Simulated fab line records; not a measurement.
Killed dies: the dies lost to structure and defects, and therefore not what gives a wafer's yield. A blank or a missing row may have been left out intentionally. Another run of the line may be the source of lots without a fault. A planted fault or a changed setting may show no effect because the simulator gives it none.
fab line records ; flow nand_harc
[record] lots = 12; wafers = 36; last_day = 24
route steps=1159 shown P_M2@332 P_BONDPAD@351 END@1159
lots that met no fault: taken from a fault-free run of the same line
start_h: start of the lot's first displayed wafer, in hours after the record's first day ; wait_h: hours from the lot's prior step to this one ; " identical to the entry in the row above ; L1.1+2: a single row standing in for several wafers ; - value missing, or start not given ; * or withheld: withheld ; < > ~ a bound
route shown NAME@n: names a module that has steps shown in the file, with the first one's number in the route ; usual: the fault-free wafers' mean and standard deviation ; same: alike in all rows ; chamber/n: place in a boat ; sites: each site's reading ; _std_site: the standard deviation of these ; _edge_site: the outer-site mean with the inner-site mean subtracted ; radius_mm: how far each site lies from the wafer's centre ; mask NAME#n: copy n ; behind: the most recent tool/chamber to have shaped the wafer ; hold: why the lot was held/for how many hours/how that ended ; device: transistor that didn't switch, given as n, p or np ; end of line: the tests these same wafers got at the end of their route ; step lacking rows: just its recipe ; killed: dies that structure and defects cost at the first sort, which is not the same as the wafer's yield ; map: a wafer's dies, marking killed ones x, the rest . and places with no die _
set.NAME: the run value of the setting; set.NAME@STEP: its run value at that earlier step ; model.NAME: the simulator's own value behind a step, which no gauge read
a sample of lots followed through the steps of the route, with each step as a table and each wafer as a row
services: when a tool's chamber went out of use (start_h, in hours from the record's first day, below 0 if earlier), for how many hours, and the reason
[[steps]]
[step NHARC_P_M2_ETCH_35]
[recipe] target_depth_a = 400; overetch_a = 120; time_s = 43.94; ion_energy_ev = 200; n2_flow_sccm = 150; h2_flow_sccm = 150; ar_flow_sccm = 0; rf_w = 400; bias_w = 150; chemistry = N2/H2
[usual] drypump_motor_current_A = 5.9/0.36; oes_product_au = 0.998/0.0064; rf_fwd_power_W = 394.9/1.6; rf_vpp_V = 431.3/2; showerhead_plenum_p_Torr = 2.07/0.064; throttle_valve_pct = 14.171/0.009
[same] time_s = 43.94
lot.wafer;tool;chamber;start_h;wait_h;drypump_motor_current_A;oes_product_au;rf_fwd_power_W;rf_hours_counter_h;rf_vpp_V;showerhead_plenum_p_Torr;throttle_valve_pct
L123.4;rie_diel-10;3;124.64;0.1;5.9;0.997;394.7;4;430.7;2.04;14.180
L123.3;rie_diel-10;1;124.64;0.1;6.2;0.998;394.8;4;432.9;2.09;14.150
L123.1;rie_diel-10;2;124.64;0.1;6.5;1.003;393.3;4;429.8;2.00;14.159
L122.2;rie_diel-10;0;130.18;0.1;5.6;1.011;396.5;5;431.4;2.06;14.175
L122.1;rie_diel-10;1;130.18;0.1;6.2;0.994;394.3;4;432.4;2.09;14.171
L122.3;rie_diel-10;3;130.18;0.1;5.9;0.991;395.5;5;430.5;2.04;14.173
L125.2;rie_diel-10;2;141.12;0.1;6.5;0.991;393.0;5;430.6;2.00;14.181
L125.6;rie_diel-10;0;141.12;0.1;5.6;0.992;396.7;-;430.3;2.06;14.192
L125.5;rie_diel-10;1;141.12;0.1;6.2;0.995;396.6;-;432.9;2.09;14.165
L124.3;rie_diel-10;0;141.74;0.1;5.6;0.997;395.9;5;431.5;2.06;14.160
L124.5;rie_diel-10;0;141.74;0.1;5.6;0.995;394.5;-;431.1;2.06;14.159
L124.6;rie_diel-10;1;141.74;0.1;6.2;0.995;394.5;-;431.6;2.09;14.163
L133.1;rie_diel-10;0;204.28;0.1;5.6;0.986;394.8;1;431.2;2.06;14.173
L133.3;rie_diel-10;1;204.28;0.1;6.2;0.991;395.6;1;433.0;2.09;14.163
L133.6;rie_diel-10;3;204.28;0.1;5.9;0.996;395.5;-;431.4;2.04;14.167
L136.2;rie_diel-08;0;204.83;0.2;6.2;1.005;396.5;28;432.6;2.13;14.180
L136.4;rie_diel-08;2;204.83;0.2;5.4;1.001;390.0;28;434.6;2.21;14.184
L136.5;rie_diel-08;0;204.83;0.2;6.2;1.008;394.5;-;432.8;2.13;14.185
L135.2;rie_diel-10;0;206.37;0.1;5.6;0.996;395.8;1;432.0;2.06;14.187
L135.1;rie_diel-10;1;206.37;0.1;6.2;0.991;394.8;1;431.7;2.09;14.179
L135.4;rie_diel-10;3;206.37;0.1;5.9;0.995;392.1;1;429.7;2.04;14.172
L140.1;rie_diel-10;1;234.00;0.1;6.2;1.011;395.9;2;430.4;2.09;14.164
L140.2;rie_diel-10;2;234.00;0.1;6.5;1.004;394.8;1;429.3;2.00;14.180
L140.6;rie_diel-10;0;234.00;0.1;5.6;1.003;396.7;-;432.7;2.06;14.168
L141.3;rie_diel-10;0;236.09;0.1;5.6;0.999;396.0;2;430.2;2.06;14.170
L141.4;rie_diel-10;3;236.09;0.1;5.9;0.999;396.4;2;431.1;2.04;14.171
L141.5;rie_diel-10;0;236.09;0.1;5.6;1.004;394.2;-;431.3;2.06;14.182
L142.4;rie_diel-10;1;244.43;0.1;6.2;0.997;393.8;2;432.1;2.09;14.182
L142.3;rie_diel-10;2;244.43;0.1;6.5;0.992;393.0;1;430.6;2.00;14.177
L142.6;rie_diel-10;0;244.43;0.1;5.6;0.993;396.1;-;431.3;2.06;14.187
L143.4;rie_diel-10;3;251.22;0.1;5.9;0.999;398.3;2;430.8;2.04;14.167
L143.1;rie_diel-10;2;251.22;0.1;6.5;0.999;393.1;2;428.8;2.00;14.173
L143.6;rie_diel-10;3;251.22;0.1;5.9;0.989;395.6;-;430.9;2.04;14.181
L144.4;rie_diel-10;3;256.02;0.1;5.9;1.002;397.7;3;430.9;2.04;14.156
L144.1;rie_diel-10;1;256.02;0.1;6.2;1.004;393.0;3;430.9;2.09;14.170
L144.3;rie_diel-10;2;256.02;0.1;6.5;0.999;393.8;2;430.3;2.00;14.173
[step NHARC_P_M2_PRE_CLEAN_32]
[recipe] time_s = 12; temp_c = 370; rf_power_w = 300; gas = NH3
[usual] heater_power_w = 609/84; rf_fwd_power_W = 292.4/0.89
[same] time_s = 12
lot.wafer;tool;chamber;start_h;wait_h;heater_power_w;rf_fwd_power_W
L123.1;pecvd-03;2;127.20;0.1;463;293.1
L123.3;pecvd-03;0;127.20;0.1;589;293.9
L123.4;pecvd-03;1;127.20;0.1;665;293.1
L122.1;pecvd-02;2;133.29;0.1;521;293.4
L122.3;pecvd-02;0;133.29;0.1;592;290.4
L122.2;pecvd-02;1;133.29;0.1;687;293.8
L125.2;pecvd-03;2;143.72;0.1;518;292.7
L125.6;pecvd-03;1;143.72;0.1;643;291.9
L125.5;pecvd-03;0;143.72;0.1;590;293.7
L124.3;pecvd-02;0;144.42;0.1;542;293.4
L124.5;pecvd-02;2;144.42;0.1;558;292.8
L124.6;pecvd-02;1;144.42;0.1;662;293.1
L133.3;pecvd-02;0;206.84;0.1;559;305.5
L133.1;pecvd-02;1;206.84;0.1;674;306.8
L133.6;pecvd-02;0;206.84;0.1;563;306.3
L136.2;pecvd-03;1;207.43;0.1;593;292.8
L136.5;pecvd-03;1;207.43;0.1;585;292.7
L136.4;pecvd-03;2;207.43;0.1;530;291.9
L135.1;pecvd-02;1;208.97;0.1;629;307.1
L135.2;pecvd-02;2;208.97;0.1;609;306.5
L135.4;pecvd-02;1;208.97;0.1;595;307.6
L140.2;pecvd-03;0;236.77;0.1;683;292.9
L140.1;pecvd-03;1;236.77;0.1;660;292.1
L140.6;pecvd-03;0;236.77;0.1;675;292.2
L141.3;pecvd-03;0;238.98;0.2;603;292.6
L141.4;pecvd-03;2;238.98;0.2;548;292.0
L141.5;pecvd-03;0;238.98;0.2;610;292.2
L142.3;pecvd-03;1;247.16;0.1;686;294.8
L142.6;pecvd-03;2;247.16;0.1;502;293.0
L142.4;pecvd-03;1;247.16;0.1;692;292.5
L143.1;pecvd-03;1;254.13;0.1;691;293.5
L143.6;pecvd-03;0;254.13;0.1;597;292.2
L143.4;pecvd-03;2;254.13;0.1;531;290.9
L144.1;pecvd-03;2;258.67;0.1;486;293.0
L144.3;pecvd-03;1;258.67;0.1;586;293.2
L144.4;pecvd-03;2;258.67;0.1;482;292.6
[step NHARC_P_BONDPAD_DEP_00]
[recipe] target_thk_a = 2500; temp_c = 370; target_thk_nm = 250; pressure_torr = 3; flow_sccm = 200; rf_w = 450; material = SiCN
[usual] heater_power_w = 558/79; rf_fwd_power_W = 449.2/1.4
lot.wafer;tool;chamber;start_h;wait_h;heater_power_w;rf_fwd_power_W
L123.3;pecvd-01;1;127.75;-;619;447.8
L123.1;pecvd-01;2;127.75;-;472;448.6
L123.4;pecvd-01;2;127.75;-;476;449.7
L122.3;pecvd-03;1;133.81;-;637;449.7
L122.1;pecvd-03;2;133.81;-;475;449.5
L122.2;pecvd-03;0;133.81;-;591;449.4
L125.2;pecvd-01;1;144.24;-;599;449.4
L125.6;pecvd-01;1;144.24;-;637;449.0
L125.5;pecvd-01;2;144.24;-;504;450.5
L124.3;pecvd-01;0;144.96;-;536;448.5
L124.6;pecvd-01;2;144.96;-;427;449.6
L124.5;pecvd-01;0;144.96;-;568;448.4
L133.1;pecvd-01;0;207.36;-;574;451.9
L133.3;pecvd-01;1;207.36;-;689;448.7
L133.6;pecvd-01;2;207.36;-;398;449.8
L136.2;pecvd-01;2;207.97;-;449;451.1
L136.5;pecvd-01;1;207.97;-;664;447.6
L136.4;pecvd-01;0;207.97;-;655;448.7
L135.1;pecvd-03;2;209.43;-;417;450.1
L135.2;pecvd-03;1;209.43;-;577;448.0
L135.4;pecvd-03;2;209.43;-;430;449.0
L140.1;pecvd-03;2;-;-;469;447.1
L140.2;pecvd-03;0;-;-;574;450.0
L140.6;pecvd-03;2;-;-;478;451.1
L141.3;pecvd-03;2;-;-;403;447.6
L141.5;pecvd-03;1;-;-;565;451.3
L141.4;pecvd-03;0;-;-;622;448.3
L142.3;pecvd-02;1;247.68;-;582;449.6
L142.6;pecvd-02;0;247.68;-;503;449.4
L142.4;pecvd-02;1;247.68;-;615;449.6
L143.1;pecvd-03;2;-;-;454;449.5
L143.4;pecvd-03;2;-;-;461;447.8
L143.6;pecvd-03;0;-;-;564;449.0
L144.3;pecvd-02;1;259.18;-;603;446.6
L144.1;pecvd-02;0;259.18;-;456;447.8
L144.4;pecvd-02;0;259.18;-;461;449.1
[step NHARC_P_BONDPAD_CMP_32]
[recipe] target_thk_nm = 200; material = SiCN
[usual] motor_current_A = 12.7/1.1; retaining_ring_pressure_frac = 1.001/0.0045
lot.wafer;tool;chamber;start_h;wait_h;motor_current_A;retaining_ring_pressure_frac
L123.1;cmp-01;0;128.11;-;11.7;1.001
L123.4;cmp-01;1;128.11;-;13.8;1.007
L123.3;cmp-01;3;128.11;-;12.2;1.001
L122.3;cmp-01;2;134.21;-;13.0;1.009
L122.2;cmp-01;0;134.21;-;12.1;0.995
L122.1;cmp-01;1;134.21;-;14.0;1.004
L125.2;cmp-03;2;144.67;-;13.3;1.005
L125.6;cmp-03;3;144.67;-;10.7;0.998
L125.5;cmp-03;0;144.67;-;12.2;1.001
L124.3;cmp-01;0;145.37;-;12.0;1.005
L124.6;cmp-01;2;145.37;-;12.9;1.001
L124.5;cmp-01;3;145.37;-;12.9;0.992
L133.1;cmp-01;2;207.77;-;13.0;1.011
L133.3;cmp-01;3;207.77;-;12.5;0.998
L133.6;cmp-01;1;207.77;-;13.7;1.003
L136.2;cmp-01;0;208.38;-;11.5;0.997
L136.4;cmp-01;1;208.38;-;14.6;1.007
L136.5;cmp-01;2;208.38;-;13.2;1.004
L135.4;cmp-02;2;209.83;-;13.6;1.003
L135.1;cmp-02;3;209.83;-;13.0;0.997
L135.2;cmp-02;0;209.83;-;12.2;1.011
L140.1;cmp-03;2;238.10;-;13.8;1.000
L140.2;cmp-03;1;238.10;-;14.2;1.006
L140.6;cmp-03;3;238.10;-;10.8;1.005
L141.4;cmp-02;2;239.85;-;13.5;0.998
L141.3;cmp-02;0;239.85;-;12.4;1.005
L141.5;cmp-02;3;239.85;-;13.3;0.995
L142.3;cmp-03;3;248.07;-;11.6;1.004
L142.4;cmp-03;1;248.07;-;14.7;1.009
L142.6;cmp-03;2;248.07;-;13.3;0.994
L143.4;cmp-02;1;255.13;-;10.0;1.008
L143.1;cmp-02;2;255.13;-;13.3;1.001
L143.6;cmp-02;2;255.13;-;13.5;1.002
L144.4;cmp-03;1;259.62;-;14.3;0.997
L144.1;cmp-03;2;259.62;-;12.9;1.002
L144.3;cmp-03;3;259.62;-;11.2;0.996
[step NHARC_END_SORT_01]
[recipe] temp_c = 25
[usual] defect_limited_yield = 95.4/1.4; killed_at_array = 27/10; killed_at_other = 0.6/1; killed_at_periphery = 3.4/2.7; killed_dies = 31/9.7; killed_open = 3.4/1.7; killed_short = 2.2/1.5; sort_bin_2_pct = 1.4/0.57; sort_bin_3_pct = 0.25/0.23; sort_bin_4_pct = 3.0/0.94; sort_n_pass = 646/9.7; sort_rim_yield_pct = 95.3/3; sort_yield_pct = 95.4/1.4
[same] gross_dies = 677; sort_bin_5_pct[%] = 0; sort_bin_6_pct[%] = 0; sort_bin_7_pct[%] = 0; sort_bin_8_pct[%] = 0; sort_rim_n_gross = 106.00
lot.wafer;tool;chamber;start_h;wait_h;defect_limited_yield[%];killed_at_array;killed_at_other;killed_at_periphery;killed_dies;killed_open;killed_short;sort_bin_2_pct[%];sort_bin_3_pct[%];sort_bin_4_pct[%];sort_n_pass;sort_rim_yield_pct[%];sort_yield_pct[%]
L125.2;prober-02;0;451.22;2.8;95.0;31;0;3;34;5;3;1.5;0.15;3.4;643;93.4;95.0
L125.5;prober-02;0;453.66;3.7;96.2;25;0;1;26;1;1;1.0;0.15;2.7;651;98.1;96.2
L125.6;prober-02;0;454.47;4.1;95.7;25;0;4;29;3;1;1.6;0.15;2.5;648;98.1;95.7
L133.1;prober-01;0;526.28;2.5;95.3;29;0;3;32;5;1;1.9;0.30;2.5;645;94.3;95.3
L133.3;prober-01;0;527.90;3.1;95.0;34;0;0;34;2;3;1.3;0.59;3.1;643;89.6;95.0
L133.6;prober-01;0;530.33;4.1;95.4;31;0;0;31;2;0;1.0;0;3.5;646;91.5;95.4
// killed by level:class
L125.2 A_CHANNEL_HOLE_D1:chamber_film_flake=14 A_CONTACT:chamber_film_flake=6 A_STAIRCASE:chamber_film_flake=4 A_CHANNEL_FILL_D1:geometric_particle:open=3 P_M1:geometric_particle:short=2 A_SLIT:chamber_film_flake=2 P_CONTACT:geometric_particle:open=1 A_WL_FILL:geometric_particle:short=1
L125.5 A_CONTACT:chamber_film_flake=7 A_CHANNEL_HOLE_D1:chamber_film_flake=6 A_STAIRCASE:chamber_film_flake=6 A_SLIT:chamber_film_flake=2 A_STAIRCASE:geometric_particle:short=1 A_CONTACT:geometric_particle:open=1 P_GATE:chamber_film_flake=1 A_ZERO_WELL:chamber_film_flake=1
L125.6 A_CHANNEL_HOLE_D1:chamber_film_flake=8 A_CONTACT:chamber_film_flake=8 A_STAIRCASE:chamber_film_flake=5 P_ZERO_WELL:chamber_film_flake=2 P_STI:geometric_particle:open=1 A_CONTACT:geometric_particle:open=1 A_CONTACT:geometric_particle:short=1 A_M0:geometric_particle:open=1
L133.1 A_CHANNEL_HOLE_D1:chamber_film_flake=14 A_SLIT:chamber_film_flake=8 A_CONTACT:chamber_film_flake=3 P_M0:geometric_particle:open=1 P_M1:geometric_particle:open=1 P_M2:geometric_particle:open=1 A_CONTACT:geometric_particle:open=1 A_M0:geometric_particle:short=1
L133.3 A_SLIT:chamber_film_flake=14 A_CHANNEL_HOLE_D1:chamber_film_flake=11 A_CONTACT:geometric_particle:open=2 A_SOURCE_PLATE:geometric_particle:short=1 A_CHANNEL_FILL_D1:geometric_particle:short=1 A_WL_FILL:geometric_particle:short=1 A_ZERO_WELL:chamber_film_flake=1 A_CHANNEL_FILL_D1:chamber_film_flake=1
L133.6 A_CHANNEL_HOLE_D1:chamber_film_flake=17 A_SLIT:chamber_film_flake=9 A_CONTACT:chamber_film_flake=2 A_ONON_D1:geometric_particle:open=1 A_BLC:geometric_particle:open=1 A_WL_FILL:chamber_film_flake=1
[[services]]
tool;chamber;start_h;hours;kind
cmp-02;-;104.31;0.7;repair
pecvd-03;-;111.58;13.0;pm
cmp-02;-;129.49;4.0;pm
cmp-01;-;146.71;1.7;repair
pecvd-02;-;153.00;13.0;pm
rie_diel-10;3;156.42;5.4;repair
cmp-03;-;157.15;4.0;pm
pecvd-01;1;164.34;4.4;repair
rie_diel-10;-;176.50;9.0;pm
cmp-01;-;176.94;2.2;repair
cmp-01;-;179.57;4.0;pm
pecvd-02;-;191.04;1.7;repair
cmp-03;-;191.87;0.6;repair
rie_diel-10;2;197.85;5.3;repair
pecvd-01;-;208.96;1.6;repair
rie_diel-10;2;209.00;8.1;repair
cmp-02;-;227.49;4.0;pm
cmp-03;-;230.98;1.9;repair
pecvd-01;-;237.25;13.0;pm
cmp-03;-;238.33;4.0;repair
cmp-02;-;242.45;0.9;repair
pecvd-02;-;250.95;2.3;repair
cmp-01;-;251.62;0.8;repair
cmp-03;-;255.15;4.0;pm
[[key]]
[first_sign] step = NHARC_P_M2_PRE_CLEAN_32; reading = rf_fwd_power_W; direction = up; sigmas = 16; usual = *; struck = *
effect none on later readings
met_at NHARC_P_M2_PRE_CLEAN_32
struck_lots L133,L135
not_acting_at NHARC_P_M2_ETCH_35,NHARC_P_BONDPAD_DEP_00,NHARC_P_BONDPAD_CMP_32
onset_between 144.42 206.84
[fault] kind = process_parameter_drift; tool = pecvd-02; chamber = -; onset_h = 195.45; steps = NHARC_P_M2_PRE_CLEAN_32; channel = rf_power_w; offset = *; shape = step; end_h = 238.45; acts_in = *; stated = *
